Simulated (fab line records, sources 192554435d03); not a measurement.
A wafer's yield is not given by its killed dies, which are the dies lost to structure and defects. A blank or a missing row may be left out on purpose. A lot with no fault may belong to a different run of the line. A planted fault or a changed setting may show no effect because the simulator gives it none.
fab line records	flow n5Finfet
record: lots: 6	wafers: 18	lastDay: 17
route steps=1938 shown BEOL_M15@1778 PASSIVATION@1936
lots with no fault: from the same line, run without faults
startH: hours from the record's opening day to when the first of the lot's shown wafers began	waitH: hours from the lot's prior step to this one	" repeats the value in the row above	L1.1+2: a single row standing in for several wafers	- no value, or no start was given	* or withheld: withheld	< > ~ a bound
route shown NAME@n: a module of which the file shows steps, and the number in the route of the first	usual: average and standard deviation across the fault-free wafers	same: alike in all rows	chamber/n: place in a boat	sites: each site's reading	_std_site: their standard deviation	_edge_site: inner sites' mean taken away from outer sites' mean	radiusMm: for every site, how far away it sits from the centre of the wafer	mask NAME#n: copy n	behind: the last tool/chamber to shape the wafer	hold: why the lot went on hold/how many hours it stayed there/how the hold came to an end	device: which transistor (n, p or np) failed to switch	end of line: the tests these same wafers got at the end of their route	where a step has no rows: the recipe by itself	killed: not the wafer's yield, but the dies lost to structure and defects at the first sort	map: per-die view of a wafer (x killed, . not killed, _ where there is no die)
set.NAME: the setting as run; set.NAME@STEP: as run at that earlier step	model.NAME: the simulator's own value behind a step, which no gauge read
certain route steps with their lots: each step a table, each wafer a row
services: when a tool's chamber went out of use (startH, in hours from the record's first day, below 0 if earlier), for how many hours, and the reason
== steps ==
step: N5_BEOL_M15_SOFTBAKE_05
recipe: tempC: 130	timeS: 60
step: N5_BEOL_M15_EXPOSE_07
recipe: maskId: V14	na: 0.8	sourceShape: annular	sigmaInner: 0.5	sigmaOuter: 0.8	polarization: unpolarized	attpsmPhaseDeg: 180	doseMj: 41.25
step: N5_BEOL_M15_PEB_08
recipe: pebTempC: 130	pebTimeS: 90
step: N5_BEOL_M15_DEVELOP_09
recipe: developTimeS: 45	rinseLiquid: diw	dry: airSpin	devTempC: 21
step: N5_BEOL_M15_HARDBAKE_14
recipe: tempC: 130	timeS: 120
step: N5_BEOL_M15_CD_MEAS_10
recipe: targetCdNm: 360	landingEnergyEv: 500	detector: seInlens	polarity: opening
usual: cdNm: 359.8/1.5
lot.wafer	tool	chamber	startH	waitH	cdNm
L388.1	cdSem-03	0	263.13	-	360.9
L388.3	"	0	"	"	359.7
L388.4	"	0	"	"	359.7
L390.1	cdSem-02	0	268.77	-	357.8
L390.2	"	0	"	"	359.2
L390.4	"	0	"	"	357.9
L404.1	cdSem-01	0	372.75	-	360.3
L404.4	"	0	"	"	361.6
L404.6	"	0	"	"	360.8
L406.1	cdSem-01	0	375.36	-	361.1
L406.2	"	0	"	"	361.4
L406.3	"	0	"	"	360.6
L407.2	cdSem-02	0	384.60	-	356.6
L407.4	"	0	"	"	357.9
L407.6	"	0	"	"	360.3
L408.1	cdSem-02	0	386.91	-	360.9
L408.2	"	0	"	"	361.6
L408.6	"	0	"	"	361.2
step: N5_BEOL_M15_OVL_MEAS_11
recipe: pointsPerWafer: 44
usual: V14_OVL: 1/5
lot.wafer	tool	chamber	startH	waitH	V14_OVL[nm]
L388.1	overlay-02	0	263.16	0.0	5
L388.3	"	0	"	"	6
L388.4	"	0	"	"	4
L390.1	overlay-02	0	268.80	0.0	2
L390.2	"	0	"	"	-2
L390.4	"	0	"	"	-7
L404.1	overlay-01	0	372.78	0.0	-3
L404.4	"	0	"	"	7
L404.6	"	0	"	"	-4
L406.1	overlay-02	0	375.39	0.0	6
L406.2	"	0	"	"	-3
L406.3	"	0	"	"	-4
L407.2	overlay-02	0	384.63	0.0	8
L407.4	"	0	"	"	1
L407.6	"	0	"	"	2
L408.1	overlay-01	0	386.94	0.0	3
L408.2	"	0	"	"	5
L408.6	"	0	"	"	-1
step: N5_BEOL_M15_INSPECT_12
recipe: mode: adi	inspectInstrument: macro
usual: rawDefectCount: 2.0/1.6
lot.wafer	tool	chamber	startH	waitH	rawDefectCount
L388.1	defectInspect-01	-	263.18	0.0	2
L388.3	"	-	"	"	1
L388.4	"	-	"	"	5
L390.1	defectInspect-01	-	268.82	0.0	0
L390.2	"	-	"	"	3
L390.4	"	-	"	"	1
L404.1	defectInspect-02	-	372.80	0.0	6
L404.4	"	-	"	"	1
L404.6	"	-	"	"	0
L406.1	defectInspect-02	-	375.41	0.0	1
L406.2	"	-	"	"	5
L406.3	"	-	"	"	2
L407.2	defectInspect-01	-	384.66	0.0	1
L407.4	"	-	"	"	1
L407.6	"	-	"	"	1
L408.1	defectInspect-01	-	386.97	0.0	3
L408.2	"	-	"	"	3
L408.6	"	-	"	"	2
step: N5_BEOL_M15_DESCUM_15
recipe: chemistry: O2	timeS: 7.9	sourcePowerW: 50	biasPowerW: 20	pressureMtorr: 20	rfFrequencyHz: 2.712e+07	tempC: 40	o2FlowSccm: 225
usual: drypumpMotorCurrentA: 5.9/0.38	oesProductAu: 0.80/0.1	rfVppV: 243.2/1.6	showerheadPlenumPTorr: 2.09/0.087	throttleValvePct: 20.45/0.28
lot.wafer	tool	chamber	startH	waitH	drypumpMotorCurrentA	oesProductAu	rfHoursCounterH	rfVppV	showerheadPlenumPTorr	throttleValvePct
L388.1	rieDiel-01	2	263.22	0.0	5.2	0.86	37	241.9	2.05	20.39
L388.3	"	3	"	"	5.6	0.70	215	243.4	2.17	20.76
L388.4	"	0	"	"	6.2	0.71	233	241.5	1.98	20.61
L390.1	rieDiel-05	3	268.86	0.0	6.2	0.66	240	244.5	2.16	20.68
L390.2	"	0	"	"	6.4	0.90	20	246.0	2.22	20.60
L390.4	"	1	"	"	6.0	0.72	-	242.7	2.07	20.23
L404.1	rieDiel-05	3	372.84	0.0	6.2	0.96	14	243.9	2.15	20.41
L404.4	"	2	"	"	6.2	0.89	30	245.6	2.23	19.98
L404.6	"	2	"	"	6.2	0.89	-	245.6	2.23	19.97
L406.1	rieDiel-05	3	375.45	0.0	6.1	0.97	15	245.0	2.15	20.41
L406.2	"	1	"	"	6.0	0.69	228	243.1	2.06	20.27
L406.3	"	0	"	"	6.4	0.84	55	245.3	2.20	20.64
L407.2	rieDiel-01	3	384.69	0.0	5.6	0.97	4	242.4	2.16	20.44
L407.4	"	2	"	"	5.2	0.81	75	242.1	2.04	20.45
L407.6	"	3	"	"	5.6	0.97	-	244.3	2.16	20.45
L408.1	rieDiel-01	2	387.13	0.2	5.2	0.80	76	244.0	2.04	20.45
L408.2	"	3	"	"	5.6	0.97	5	243.2	2.16	20.45
L408.6	"	3	"	"	5.6	0.96	-	243.9	2.15	20.45
step: N5_BEOL_M15_ETCH_59
recipe: chemistry: N2/H2	target: BARC	targetDepthA: 890	overetchA: 267	timeS: 67.9	ionEnergyEv: 200	pressureMtorr: 30	sourceW: 840	biasW: 150	n2FlowSccm: 200	h2FlowSccm: 200
usual: drypumpMotorCurrentA: 5.9/0.38	h2FlowSccm: 199.9/0.62	oesProductAu: 0.68/0.082	rfVppV: 524/3	showerheadPlenumPTorr: 2.54/0.1	throttleValvePct: 17.9/0.34
lot.wafer	tool	chamber	startH	waitH	drypumpMotorCurrentA	h2FlowSccm	oesProductAu	rfHoursCounterH	rfVppV	showerheadPlenumPTorr	throttleValvePct
L388.1	rieDiel-01	2	263.25	0.0	5.2	199.3	0.75	37	522	2.47	17.8
L388.3	"	3	"	"	5.6	199.3	0.60	215	528	2.61	18.1
L388.4	"	0	"	"	6.2	199.8	0.60	233	521	2.40	18.2
L390.1	rieDiel-05	3	268.89	0.0	6.2	200.0	0.58	240	525	2.62	18.2
L390.2	"	0	"	"	6.4	199.6	0.76	20	529	2.72	18.1
L390.4	"	1	"	"	6.1	199.7	0.62	-	523	2.52	17.7
L404.1	rieDiel-05	3	372.87	0.0	6.2	200.2	0.81	14	525	2.61	17.8
L404.4	"	2	"	"	6.2	200.0	0.75	30	527	2.69	17.2
L404.6	"	2	"	"	6.2	200.2	0.75	-	528	2.69	17.2
L406.1	rieDiel-05	3	375.48	0.0	6.1	200.0	0.81	15	527	2.61	17.8
L406.2	"	1	"	"	6.1	199.7	0.59	228	522	2.50	17.8
L406.3	"	0	"	"	6.4	198.9	0.72	55	527	2.70	18.1
L407.2	rieDiel-01	3	384.73	0.0	5.6	199.7	0.82	4	527	2.60	17.8
L407.4	"	2	"	"	5.2	199.8	0.69	75	522	2.46	17.8
L407.6	"	3	"	"	5.6	200.0	0.82	-	527	2.60	17.8
L408.1	rieDiel-01	2	387.16	0.0	5.2	201.9	0.70	76	522	2.46	17.9
L408.2	"	3	"	"	5.6	200.0	0.81	5	525	2.60	17.8
L408.6	"	3	"	"	5.6	199.7	0.81	-	526	2.60	17.7
step: N5_BEOL_M15_VIA_ETCH_16
recipe: chemistry: C4F8/O2/Ar	target: SiO2	heInnerTorr: 15	heOuterTorr: 30	targetDepthA: 17922	timeS: withheld	ionEnergyEv: 800	pressureMtorr: 20	sourceW: 1905	biasW: 2040	Ar_flow_sccm: 400	C4F8_flow_sccm: 16	O2_flow_sccm: 12	ends: cleared
usual: drypumpMotorCurrentA: 5.9/0.38	heInnerTorr: 15.002/0.029	oesProductAu: 0.72/0.095	rfVppV: 2224/31	showerheadPlenumPTorr: 3.44/0.13	throttleValvePct: 30.9/0.32
lot.wafer	tool	chamber	startH	waitH	drypumpMotorCurrentA	heInnerTorr	oesProductAu	rfVppV	showerheadPlenumPTorr	throttleValvePct
L388.1	rieDiel-01	2	263.30	0.0	5.3	14.969	0.79	2240	3.35	30.9
L388.3	"	3	"	"	5.6	14.985	0.63	2213	3.56	31.3
L388.4	"	0	"	"	6.2	14.996	0.64	2218	3.27	31.2
L390.1	rieDiel-05	3	268.94	0.0	6.1	14.917	0.60	2279	3.53	31.0
L390.2	"	0	"	"	6.4	14.987	0.81	2218	3.62	31.1
L390.4	"	1	"	"	6.0	14.963	0.65	2202	3.42	30.7
L404.1	rieDiel-05	3	372.92	0.0	6.2	14.981	0.87	2278	3.52	30.9
L404.4	"	2	"	"	6.2	14.989	0.81	2293	3.64	30.4
L404.6	"	2	"	"	6.2	14.977	0.82	2293	3.64	30.4
L406.1	rieDiel-05	3	375.54	0.0	6.2	15.016	0.87	2278	3.52	30.9
L406.2	"	1	"	"	6.0	14.993	0.63	2203	3.40	30.7
L406.3	"	0	"	"	6.5	15.005	0.77	2215	3.60	31.1
L407.2	rieDiel-01	3	384.78	0.0	5.7	14.990	0.88	2213	3.54	31.1
L407.4	"	2	"	"	5.2	14.977	0.74	2238	3.33	30.9
L407.6	"	3	"	"	5.7	14.941	0.88	2212	3.54	31.1
L408.1	rieDiel-01	2	387.21	0.0	5.2	15.029	0.75	2237	3.33	30.9
L408.2	"	3	"	"	5.6	14.994	0.87	2213	3.54	31.1
L408.6	"	3	"	"	5.6	15.014	0.89	2212	3.54	31.1
step: N5_BEOL_M15_STRIP_63
recipe: chemistry: O2	powerW: 600	tempC: 60	pressureMtorr: 30	rfFrequencyHz: 6e+07	biasPowerW: 0	overashFraction: 0.3	o2FlowSccm: 225
usual: chamberPressureMTorr: 30.00/0.039	drypumpMotorCurrentA: 5.9/0.38	oesProductAu: 0.79/0.1	rfVppV: 3.8/0.72	showerheadPlenumPTorr: 2.10/0.087	throttleValvePct: 16.69/0.28
lot.wafer	tool	chamber	startH	waitH	chamberPressureMTorr	drypumpMotorCurrentA	oesProductAu	rfHoursCounterH	rfVppV	showerheadPlenumPTorr	throttleValvePct
L388.1	rieDiel-01	2	-	-	30.00	5.2	0.85	37	4.3	2.05	16.55
L388.3	"	3	"	"	29.94	5.6	0.69	216	3.4	2.17	17.01
L388.4	"	0	"	"	30.00	6.2	0.71	234	3.7	1.98	16.88
L390.1	rieDiel-05	3	-	-	29.94	6.1	0.66	241	4.1	2.16	16.99
L390.2	"	0	"	"	30.06	6.4	0.89	20	4.0	2.22	16.77
L390.4	"	1	"	"	30.01	6.0	0.72	-	3.3	2.07	16.52
L404.1	rieDiel-05	3	-	-	30.05	6.1	0.97	14	3.5	2.15	16.59
L404.4	"	2	"	"	29.96	6.2	0.89	31	4.5	2.23	16.18
L404.6	"	2	"	"	29.96	6.2	0.89	-	4.1	2.23	16.20
L406.1	rieDiel-05	3	-	-	29.97	6.2	0.95	15	3.0	2.15	16.59
L406.2	"	1	"	"	30.04	6.0	0.69	228	3.3	2.06	16.59
L406.3	"	0	"	"	29.97	6.4	0.84	55	2.9	2.21	16.84
L407.2	rieDiel-01	3	-	-	29.97	5.6	0.98	4	3.5	2.16	16.61
L407.4	"	2	"	"	30.05	5.2	0.81	75	3.3	2.04	16.64
L407.6	"	3	"	"	29.97	5.6	0.96	-	3.4	2.16	16.60
L408.1	rieDiel-01	2	-	-	30.00	5.2	0.81	76	2.7	2.04	16.63
L408.2	"	3	"	"	30.04	5.6	0.98	5	3.5	2.16	16.60
L408.6	"	3	"	"	30.05	5.6	0.97	-	4.7	2.16	16.63
step: N5_BEOL_M15_STRIP_64
recipe: chemistry: O2	powerW: 600	tempC: 60	pressureMtorr: 30	rfFrequencyHz: 6e+07	biasPowerW: 0	overashFraction: 0.3	o2FlowSccm: 225
usual: chamberPressureMTorr: 30.001/0.028	drypumpMotorCurrentA: 5.9/0.38	oesProductAu: 0.79/0.1	rfVppV: 3.7/0.51	showerheadPlenumPTorr: 2.10/0.087	throttleValvePct: 16.69/0.28
lot.wafer	tool	chamber	startH	waitH	chamberPressureMTorr	drypumpMotorCurrentA	oesProductAu	rfHoursCounterH	rfVppV	showerheadPlenumPTorr	throttleValvePct
L388.1	rieDiel-01	2	263	-	30.003	5.2	0.85	37	3.9	2.05	16.58
L388.3	"	3	"	"	29.979	5.6	0.69	216	3.8	2.17	16.99
L388.4	"	0	"	"	29.988	6.2	0.70	234	3.7	1.98	16.85
L390.1	rieDiel-05	3	269	-	29.980	6.2	0.67	241	4.5	2.16	16.97
L390.2	"	0	"	"	30.018	6.4	0.90	20	4.2	2.22	16.76
L390.4	"	1	"	"	30.038	6.0	0.72	-	3.9	2.07	16.54
L404.1	rieDiel-05	3	373	-	20.979	6.1	0.97	14	4.4	2.15	16.58
L404.4	"	2	"	"	20.977	6.2	0.89	31	3.3	2.23	16.19
L404.6	"	2	"	"	21.035	6.2	0.90	-	3.4	2.23	16.19
L406.1	rieDiel-05	3	375	-	20.985	6.1	0.95	15	4.2	2.15	16.59
L406.2	"	1	"	"	21.020	6.0	0.69	228	2.8	2.06	16.59
L406.3	"	0	"	"	20.981	6.4	0.84	55	3.7	2.21	16.83
L407.2	rieDiel-01	3	385	-	30.019	5.6	0.97	4	4.0	2.16	16.61
L407.4	"	2	"	"	29.996	5.2	0.80	75	4.2	2.04	16.64
L407.6	"	3	"	"	29.983	5.6	0.97	-	3.9	2.16	16.60
L408.1	rieDiel-01	2	387	-	29.963	5.2	0.81	76	3.0	2.04	16.64
L408.2	"	3	"	"	30.062	5.6	0.97	5	4.1	2.16	16.62
L408.6	"	3	"	"	29.989	5.6	0.97	-	4.6	2.16	16.61
step: N5_BEOL_M15_STRIP_65
recipe: chemistry: postEtchResidueRemover	timeS: 60	tempC: 25	removerPh: withheld	removerWaterWtPct: withheld	removerFluorideWtPct: withheld
step: N5_PASSIVATION_PROBE_49
usual: defectLimitedYield: 91.4/1.5	killed_at_M0_to_M3: 32/9.8	killed_at_M4_up: 15/5.6	killedAtContacts: 12/5.4	killedAtFrontEnd: 40/13	killedAtOther: 3.0/2.1	killedDies: 102/17	killedOpen: 67/13	killedShort: 32/7.1	sort_bin_5_function: 5.1/0.96	sort_bin_6_memory: 3.2/0.7	sort_bin_8_speed: 0.0/0.3	sortNPass: 1078/18	sortYieldPct: 91.3/1.5
same: grossDies: 1180	killedAtBackSide: 0	sort_bin_4_leakage[%]: 0
lot.wafer	tool	chamber	startH	waitH	defectLimitedYield[%]	killed_at_M0_to_M3	killed_at_M4_up	killedAtContacts	killedAtFrontEnd	killedAtOther	killedDies	killedOpen	killedShort	sort_bin_5_function[%]	sort_bin_6_memory[%]	sort_bin_8_speed[%]	sortNPass	sortYieldPct[%]
L404.1	prober-02	-	393.83	0.0	92.6	31	13	13	27	3	87	60	23	4.1	2.8	0	1093	92.6
L404.4	prober-02	-	393.98	0.2	93.9	22	11	9	27	3	72	55	14	4.2	1.6	0	1108	93.9
L404.6	prober-02	-	394.08	0.3	91.9	31	14	15	32	3	95	59	30	4.2	2.9	0	1085	91.9
L408.1	prober-02	-	408.83	0.0	91.4	46	7	14	32	3	102	59	38	4.6	3.1	0	1078	91.4
L408.2	prober-02	-	408.88	0.1	90.5	37	9	6	52	8	112	75	35	5.3	3.7	0	1068	90.5
L408.6	prober-02	-	409.08	0.3	91.1	34	22	6	37	6	105	68	36	5.0	3.4	0	1075	91.1
killed by level:class
L404.1 BEOL_M2:geometricParticle:open=13 MOL_CONTACT_COAG:geometricParticle:open=8 STI_FIN_REVEAL:geometricParticle:open=6 BEOL_M1:geometricParticle:open=6 MOL_CONTACT_COAG:geometricParticle:short=5 ILD0:geometricParticle:open=4 BEOL_M5:geometricParticle:open=4 HKMG_FIN:areaEtch=4
L404.4 BEOL_M2:geometricParticle:open=11 MOL_CONTACT_COAG:geometricParticle:open=8 DUMMY_GATE:geometricParticle:open=6 BEOL_M5:geometricParticle:open=5 FIN_SAQP:geometricParticle:open=4 BEOL_M0_SAQP:geometricParticle:open=4 STI_FIN_REVEAL:geometricParticle:open=3 FIN_SAQP:geometricParticle:short=2
L404.6 MOL_CONTACT_COAG:geometricParticle:open=15 BEOL_M2:geometricParticle:open=9 FIN_SAQP:geometricParticle:short=7 STI_FIN_REVEAL:geometricParticle:open=5 BEOL_M0_SAQP:geometricParticle:short=5 BEOL_M2:geometricParticle:short=5 BEOL_M0_SAQP:geometricParticle:open=4 BEOL_M1:geometricParticle:open=4
L408.1 BEOL_M0_SAQP:geometricParticle:short=10 MOL_CONTACT_COAG:geometricParticle:open=9 BEOL_M3:geometricParticle:open=9 BEOL_M0_SAQP:geometricParticle:open=8 GATE_CUT:geometricParticle:open=5 MOL_CONTACT_COAG:geometricParticle:short=5 BEOL_M1:geometricParticle:open=5 STARTING-WAFER:geometricParticle:short=5
L408.2 STI_FIN_REVEAL:geometricParticle:open=17 BEOL_M3:geometricParticle:open=10 FIN_SAQP:geometricParticle:open=7 BEOL_M0_SAQP:geometricParticle:open=7 BEOL_M0_SAQP:geometricParticle:short=7 ILD0:geometricParticle:open=6 STI_FIN_REVEAL:geometricParticle:short=5 BEOL_M0:geometricParticle:open=5
L408.6 BEOL_M0_SAQP:geometricParticle:open=13 BEOL_M4:geometricParticle:open=12 BEOL_M0_SAQP:geometricParticle:short=8 STI_FIN_REVEAL:geometricParticle:open=7 GATE_CUT:geometricParticle:short=6 MOL_CONTACT_COAG:geometricParticle:open=6 ILD0:geometricParticle:short=4 BEOL_M3:geometricParticle:open=4
== services ==
tool	chamber	startH	hours	kind
rieDiel-05	1	244.64	5.5	repair
rieDiel-01	0	249.43	3.8	repair
rieDiel-05	2	250.16	-	clean
rieDiel-05	2	250.16	-	consumableReplace:focusRing
rieDiel-05	2	250.16	-	consumableReplace:showerhead
rieDiel-05	2	250.16	21.8	scheduledDown
rieDiel-05	2	250.16	21.8	ventCycle
rieDiel-01	2	265.90	16.8	repair
rieDiel-05	3	298.74	-	clean
rieDiel-05	3	298.74	-	consumableReplace:focusRing
rieDiel-05	3	298.74	22.1	scheduledDown
rieDiel-05	3	298.74	22.1	ventCycle
rieDiel-01	1	303.50	-	clean
rieDiel-01	1	303.50	-	consumableReplace:focusRing
rieDiel-01	1	303.50	23.9	scheduledDown
rieDiel-01	1	303.50	23.9	ventCycle
rieDiel-01	0	327.72	-	clean
rieDiel-01	0	327.72	-	consumableReplace:focusRing
rieDiel-01	0	327.72	-	consumableReplace:showerhead
rieDiel-01	0	327.72	23.3	scheduledDown
rieDiel-01	0	327.72	23.3	ventCycle
rieDiel-01	3	354.42	-	clean
rieDiel-01	3	354.42	-	consumableReplace:focusRing
rieDiel-05	-	370.65	0.8	repair
== key ==
firstSign: step: N5_BEOL_M15_STRIP_64	reading: chamberPressureMTorr	direction: down	sigmas: 99+	usual: *	struck: *
effect none on later readings
metAt N5_BEOL_M15_STRIP_64
struckWafers L404.1,L404.4,L404.6,L406.1,L406.2,L406.3
onsetBetween 269 373
fault: kind: processParameterDrift	tool: rieDiel-05	chamber: -	onsetH: 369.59	steps: N5_BEOL_M15_STRIP_64	channel: pressureMtorr	offset: *	shape: step	endH: 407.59	actsIn: *	stated: *
